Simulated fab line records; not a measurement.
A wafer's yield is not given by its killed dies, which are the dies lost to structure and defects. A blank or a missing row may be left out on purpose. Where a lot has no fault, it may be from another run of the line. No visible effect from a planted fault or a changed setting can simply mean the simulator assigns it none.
What tool caused it? / flow nand harc / Sampling: 13 lots, 39 wafers, 6 of 1159 route steps

== WHAT THE GAUGES READ, wafer by wafer ==
NHARC_P_GATE_CD_MEAS_46 targets a cd of 720 nm. Usual: cd nm at 719.9 nm, with a standard deviation of 1.6.
lot=L879; measured=day 5 09:32; on=cd sem-01; cd nm (nm)=720.7 721.2 719.1; flag=
lot=L880; measured=day 5 21:34; on=cd sem-02; cd nm (nm)=719.5 720.1 719.5; flag=
lot=L882; measured=day 6 07:52; on=cd sem-02; cd nm (nm)=718.2 716.6 715.9; flag=
lot=L883; measured=day 6 08:17; on=cd sem-03; cd nm (nm)=717.8 720.5 719.1; flag=
lot=L884; measured=day 7 00:34; on=cd sem-03; cd nm (nm)=720.8 719.5 721.8; flag=
lot=L887; measured=day 7 16:11; on=cd sem-03; cd nm (nm)=720.6 721.6 719.6; flag=
lot=L890; measured=day 8 11:10; on=cd sem-03; cd nm (nm)=718.6 720.6 718.7; flag=
lot=L897; measured=day 10 00:34; on=cd sem-02; cd nm (nm)=718.7 720.6 721.4; flag=
lot=L896; measured=day 10 00:46; on=cd sem-02; cd nm (nm)=718.1 717.1 718.2; flag=
lot=L899; measured=day 10 06:49; on=cd sem-03; cd nm (nm)=720.5 720.9 720.4; flag=
lot=L898; measured=day 10 07:51; on=cd sem-02; cd nm (nm)=716.2 718.3 716.6; flag=
lot=L900; measured=day 10 16:41; on=cd sem-02; cd nm (nm)=720.0 720.5 720.1; flag=
lot=L901; measured=day 10 16:59; on=cd sem-02; cd nm (nm)=721.6 719.6 720.7; flag=

NHARC_P_GATE_CD_MEAS_59 targets a cd of 720 nm. Usual: cd nm at 720.1 nm, with a standard deviation of 1.3.
lot=L879; measured=day 5 11:23; on=cd sem-02; cd nm (nm)=718.5 718.1 719.6; flag=
lot=L880; measured=day 5 23:20; on=cd sem-02; cd nm (nm)=719.5 722.1 720.4; flag=
lot=L882; measured=day 6 09:38; on=cd sem-02; cd nm (nm)=720.4 719.1 721.8; flag=
lot=L883; measured=day 6 10:10; on=cd sem-02; cd nm (nm)=721.8 720.2 719.7; flag=
lot=L884; measured=day 7 02:20; on=cd sem-01; cd nm (nm)=718.2 719.7 719.7; flag=
lot=L887; measured=day 7 17:59; on=cd sem-02; cd nm (nm)=720.6 719.7 719.4; flag=
lot=L890; measured=day 8 13:02; on=cd sem-01; cd nm (nm)=719.4 719.1 717.5; flag=
lot=L897; measured=day 10 02:11; on=cd sem-03; cd nm (nm)=720.5 722.6 719.6; flag=
lot=L896; measured=day 10 02:42; on=cd sem-03; cd nm (nm)=720.7 720.8 721.5; flag=
lot=L899; measured=day 10 08:36; on=cd sem-02; cd nm (nm)=722.5 721.7 721.9; flag=
lot=L898; measured=day 10 09:29; on=cd sem-02; cd nm (nm)=719.9 720.7 721.9; flag=
lot=L900; measured=day 10 18:28; on=cd sem-03; cd nm (nm)=721.6 718.5 718.1; flag=
lot=L901; measured=day 10 18:46; on=cd sem-03; cd nm (nm)=719.1 720.3 719.8; flag=

NHARC_P_GATE_CD_MEAS_91 targets a cd of 2000 nm. Usual: cd nm at 1999.7 nm, with a standard deviation of 1.4.
lot=L879; measured=day 5 13:04; on=cd sem-01; cd nm (nm)=1999.7 2001.2 2000.6; flag=
lot=L880; measured=day 6 01:05; on=cd sem-01; cd nm (nm)=2000.5 1999.3 1999.1; flag=
lot=L882; measured=day 6 11:16; on=cd sem-03; cd nm (nm)=2000.7 1996.4 1999.9; flag=
lot=L883; measured=day 6 11:55; on=cd sem-02; cd nm (nm)=1999.4 1999.6 1998.9; flag=
lot=L884; measured=day 7 04:04; on=cd sem-03; cd nm (nm)=2000.3 1999.2 1999.2; flag=
lot=L887; measured=day 7 19:46; on=cd sem-02; cd nm (nm)=- - -; flag=OFF
lot=L890; measured=day 8 14:37; on=cd sem-02; cd nm (nm)=1999.5 1999.6 1999.2; flag=
lot=L897; measured=day 10 03:58; on=cd sem-02; cd nm (nm)=2001.4 1998.9 1998.4; flag=
lot=L896; measured=day 10 04:24; on=cd sem-03; cd nm (nm)=2000.6 2001.8 2000.7; flag=
lot=L899; measured=day 10 10:11; on=cd sem-02; cd nm (nm)=1997.9 1996.7 2000.4; flag=
lot=L898; measured=day 10 11:24; on=cd sem-03; cd nm (nm)=1999.3 2000.0 2002.0; flag=
lot=L900; measured=day 10 20:10; on=cd sem-03; cd nm (nm)=2000.9 1998.4 2001.2; flag=
lot=L901; measured=day 10 20:29; on=cd sem-03; cd nm (nm)=2000.1 2000.7 1999.0; flag=

NHARC_END_SORT_01. Usual: killed at array 31, standard deviation 12; killed at other 0.6, standard deviation 0.85; killed at periphery 3.0, standard deviation 2.3; killed dies 35, standard deviation 12; killed open 3.2, standard deviation 1.9; killed short 1.8, standard deviation 1.4.
lot=L879; measured=day 19 21:26; on=prober-01; killed at array=17 14 28; killed at other=1 2 0; killed at periphery=8 7 8; killed dies=26 23 36; killed open=5 4 5; killed short=2 3 3; flag=
lot=L880; measured=day 20 06:02; on=prober-01; killed at array=35 29 48; killed at other=0 0 0; killed at periphery=2 3 1; killed dies=37 32 49; killed open=2 4 3; killed short=0 2 2; flag=
lot=L882; measured=day 19 21:23; on=prober-02; killed at array=39 30 30; killed at other=0 0 0; killed at periphery=2 1 1; killed dies=41 31 31; killed open=3 3 1; killed short=3 1 3; flag=
lot=L883; measured=day 19 13:35; on=prober-01; killed at array=11 16 7; killed at other=0 0 0; killed at periphery=5 2 3; killed dies=16 18 10; killed open=3 3 1; killed short=2 2 4; flag=
lot=L884; measured=day 20 17:20; on=prober-02; killed at array=22 17 15; killed at other=1 0 2; killed at periphery=6 5 3; killed dies=29 22 20; killed open=3 7 2; killed short=2 1 2; flag=
lot=L887; measured=day 21 23:18; on=prober-01; killed at array=34 40 32; killed at other=0 1 0; killed at periphery=643 636 645; killed dies=677 677 677; killed open=4 2 4; killed short=2 1 0; flag=OFF
lot=L890; measured=day 22 05:32; on=prober-02; killed at array=20 16 15; killed at other=2 0 0; killed at periphery=4 1 4; killed dies=26 17 19; killed open=9 0 3; killed short=1 1 2; flag=
lot=L897; measured=day 24 05:10; on=prober-02; killed at array=15 9 23; killed at other=0 0 1; killed at periphery=5 2 7; killed dies=20 11 31; killed open=2 2 5; killed short=1 1 6; flag=
lot=L896; measured=day 24 12:55; on=prober-02; killed at array=29 27 33; killed at other=0 0 0; killed at periphery=5 10 5; killed dies=34 37 38; killed open=1 2 6; killed short=2 2 3; flag=
lot=L899; measured=day 24 07:20; on=prober-01; killed at array=53 64 48; killed at other=0 0 0; killed at periphery=4 1 1; killed dies=57 65 49; killed open=3 1 2; killed short=4 1 1; flag=
lot=L898; measured=day 24 00:21; on=prober-01; killed at array=42 36 26; killed at other=0 0 1; killed at periphery=7 3 4; killed dies=49 39 31; killed open=6 4 6; killed short=3 0 1; flag=
lot=L900; measured=day 25 07:42; on=prober-01; killed at array=41 31 31; killed at other=3 2 1; killed at periphery=4 6 4; killed dies=48 39 36; killed open=4 5 4; killed short=1 0 0; flag=
lot=L901; measured=day 24 23:37; on=prober-02; killed at array=26 22 20; killed at other=0 0 2; killed at periphery=2 0 3; killed dies=28 22 25; killed open=5 1 7; killed short=0 2 2; flag=

== EACH LOT AND THE TOOL THAT RAN IT (in order: tool; ch and the chambers of the sampled wafers; start) ==
lot=L879; NHARC_P_GATE_EXPOSE_88=krf scanner-01 ch 0, day 5 12:55; NHARC_P_GATE_RTA_82=rtp anneal-02 ch 0, day 5 15:56
lot=L880; NHARC_P_GATE_EXPOSE_88=krf scanner-01 ch 0, day 6 00:56; NHARC_P_GATE_RTA_82=rtp anneal-02 ch 0, day 6 04:00
lot=L882; NHARC_P_GATE_EXPOSE_88=krf scanner-01 ch 0, day 6 11:06; NHARC_P_GATE_RTA_82=rtp anneal-02 ch 0, day 6 14:16
lot=L883; NHARC_P_GATE_EXPOSE_88=krf scanner-01 ch 0, day 6 11:46; NHARC_P_GATE_RTA_82=rtp anneal-02 ch 0, day 6 14:47
lot=L884; NHARC_P_GATE_EXPOSE_88=krf scanner-04 ch 0, day 7 03:54; NHARC_P_GATE_RTA_82=rtp anneal-02 ch 0, day 7 07:04
lot=L887; NHARC_P_GATE_EXPOSE_88=krf scanner-04 ch 0, day 7 19:37; NHARC_P_GATE_RTA_82=rtp anneal-01 ch 0, day 7 22:45
lot=L890; NHARC_P_GATE_EXPOSE_88=krf scanner-01 ch 0, day 8 14:28; NHARC_P_GATE_RTA_82=rtp anneal-02 ch 0, day 8 18:02
lot=L897; NHARC_P_GATE_EXPOSE_88=krf scanner-04 ch 0, day 10 03:48; NHARC_P_GATE_RTA_82=rtp anneal-01 ch 0, day 10 08:01
lot=L896; NHARC_P_GATE_EXPOSE_88=krf scanner-03 ch 0, day 10 04:14; NHARC_P_GATE_RTA_82=rtp anneal-02 ch 0, day 10 08:07
lot=L899; NHARC_P_GATE_EXPOSE_88=krf scanner-03 ch 0, day 10 10:02; NHARC_P_GATE_RTA_82=rtp anneal-01 ch 0, day 10 13:22
lot=L898; NHARC_P_GATE_EXPOSE_88=krf scanner-03 ch 0, day 10 11:14; NHARC_P_GATE_RTA_82=rtp anneal-01 ch 0, day 10 14:46
lot=L900; NHARC_P_GATE_EXPOSE_88=krf scanner-01 ch 0, day 10 20:01; NHARC_P_GATE_RTA_82=rtp anneal-02 ch 0, day 10 23:07
lot=L901; NHARC_P_GATE_EXPOSE_88=krf scanner-03 ch 0, day 10 20:20; NHARC_P_GATE_RTA_82=rtp anneal-01 ch 0, day 10 23:25
- NHARC_P_GATE_EXPOSE_88: exposes mask P HVN, target cd 2000 nm.
- NHARC_P_GATE_RTA_82: time 30 s.

== AS READ BY THE TOOLS THEMSELVES (means over the sampled wafers that have a number; for cases with no such wafer, the mark the record gives instead) ==
NHARC_P_GATE_EXPOSE_88. Usual: stage vel mm s 500.05 mm/s, standard deviation 0.25.
lot=L879; tool=krf scanner-01; stage vel mm s (mm/s)=499.82; flag=
lot=L880; tool=krf scanner-01; stage vel mm s (mm/s)=500.12; flag=
lot=L882; tool=krf scanner-01; stage vel mm s (mm/s)=500.09; flag=
lot=L883; tool=krf scanner-01; stage vel mm s (mm/s)=500.10; flag=
lot=L884; tool=krf scanner-04; stage vel mm s (mm/s)=500.22; flag=
lot=L887; tool=krf scanner-04; stage vel mm s (mm/s)=500.23; flag=
lot=L890; tool=krf scanner-01; stage vel mm s (mm/s)=500.06; flag=
lot=L897; tool=krf scanner-04; stage vel mm s (mm/s)=499.85; flag=
lot=L896; tool=krf scanner-03; stage vel mm s (mm/s)=500.20; flag=
lot=L899; tool=krf scanner-03; stage vel mm s (mm/s)=500.06; flag=
lot=L898; tool=krf scanner-03; stage vel mm s (mm/s)=500.59; flag=
lot=L900; tool=krf scanner-01; stage vel mm s (mm/s)=499.79; flag=
lot=L901; tool=krf scanner-03; stage vel mm s (mm/s)=499.58; flag=

NHARC_P_GATE_RTA_82. Usual: lamp power pct 3.8 %, standard deviation 0.33; wafer_temp_C_max 453.3, standard deviation 0.65.
lot=L879; tool=rtp anneal-02; lamp power pct (%)=4.0; wafer_temp_C_max=454.0; flag=
lot=L880; tool=rtp anneal-02; lamp power pct (%)=4.0; wafer_temp_C_max=453.5; flag=
lot=L882; tool=rtp anneal-02; lamp power pct (%)=4.0; wafer_temp_C_max=453.3; flag=
lot=L883; tool=rtp anneal-02; lamp power pct (%)=4.0; wafer_temp_C_max=453.1; flag=
lot=L884; tool=rtp anneal-02; lamp power pct (%)=4.0; wafer_temp_C_max=454.1; flag=
lot=L887; tool=rtp anneal-01; lamp power pct (%)=3.3; wafer_temp_C_max=453.4; flag=
lot=L890; tool=rtp anneal-02; lamp power pct (%)=4.0; wafer_temp_C_max=452.7; flag=
lot=L897; tool=rtp anneal-01; lamp power pct (%)=3.3; wafer_temp_C_max=452.9; flag=
lot=L896; tool=rtp anneal-02; lamp power pct (%)=4.0; wafer_temp_C_max=453.9; flag=
lot=L899; tool=rtp anneal-01; lamp power pct (%)=3.3; wafer_temp_C_max=453.4; flag=
lot=L898; tool=rtp anneal-01; lamp power pct (%)=3.3; wafer_temp_C_max=452.2; flag=
lot=L900; tool=rtp anneal-02; lamp power pct (%)=4.0; wafer_temp_C_max=454.0; flag=
lot=L901; tool=rtp anneal-01; lamp power pct (%)=3.3; wafer_temp_C_max=452.4; flag=

== THE ANSWER, worked out from the rows above alone ==
Rule: lot off if the mean of its wafers having a number is beyond 3 standard deviations from the usual mean. Also off: a lot with no number at a reading for which 4 or more lots have one. All remaining lots with rows at the step are treated as sound. First the gauges in route order, then the tools' own readings, where a lot's mean is used as printed above. At the first step where some lot is off, the reading lying furthest off is the one used; lots without a number count as furthest.
Off: L887 (NHARC_P_GATE_CD_MEAS_91, cd nm). Without a number there: L887.
A tool fits if, at a process step before that reading, it ran every lot that is off, and no sound lot after the first of them. The gauges at NHARC_P_GATE_CD_MEAS_91 aren't tried: what is off there is off at NHARC_END_SORT_01 too, on other tools, and a gauge's error can't cause that. Not one of the candidates tried fits.

== WHAT THE SIMULATOR PUT IN ==
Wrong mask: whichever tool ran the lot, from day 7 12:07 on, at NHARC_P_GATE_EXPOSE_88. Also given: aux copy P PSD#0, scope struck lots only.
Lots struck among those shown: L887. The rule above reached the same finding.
